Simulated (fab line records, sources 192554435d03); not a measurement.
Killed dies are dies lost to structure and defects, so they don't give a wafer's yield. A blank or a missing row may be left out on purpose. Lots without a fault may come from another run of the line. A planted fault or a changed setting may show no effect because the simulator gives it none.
Chamber matching | flow n5_finfet | N5_BEOL_M0_SAQP_MANDREL_ETCH_103 on rie_si-01: 4 sister chambers
The step etches a-Si in HBr/Cl2, stops on SiCN, target depth 45 nm, bt time 10 s, time 27 s. 4 wafers are shown with their chamber, then 7 later ones without.

WAFERS WITH THEIR CHAMBER
wafer  | chamber | drypump_motor_current_A (A)
L081.2 | 3       | 6.6
L081.5 | 0       | 5.8
L082.4 | 2       | 6.2
L082.5 | 1       | 5.4

WAFERS WITHOUT THEIR CHAMBER
wafer  | drypump_motor_current_A (A)
L082.6 | 5.8
L083.2 | 5.5
L083.3 | 5.7
L083.5 | 5.7
L088.2 | 6.2
L088.5 | 6.6
L088.6 | 6.2

WHICH CHAMBER EACH WENT THROUGH
wafer  | from the rows above | in truth
L082.6 | 0                   | 0
L083.2 | 1                   | 1
L083.3 | 0                   | 0
L083.5 | 0                   | 0
L088.2 | 2                   | 2
L088.5 | 3                   | 3
L088.6 | 2                   | 2
Placed correctly: 7 of 7. Can't be placed from these rows: 0. Placed wrongly: 0.
How it was worked out, from the rows above alone: a wafer's distance from a chamber is the root of the sum, over the readings, of the square of ((its reading less the chamber's mean) divided by the reading's scatter). The wafer belongs to the nearest chamber; if the next one is less than 2 further off, it can't be placed. A chamber's mean is the mean of its shown wafers. The scatter: with one shown wafer a chamber, the root of the mean of the squares of how far each hidden wafer lies from its nearest shown one.
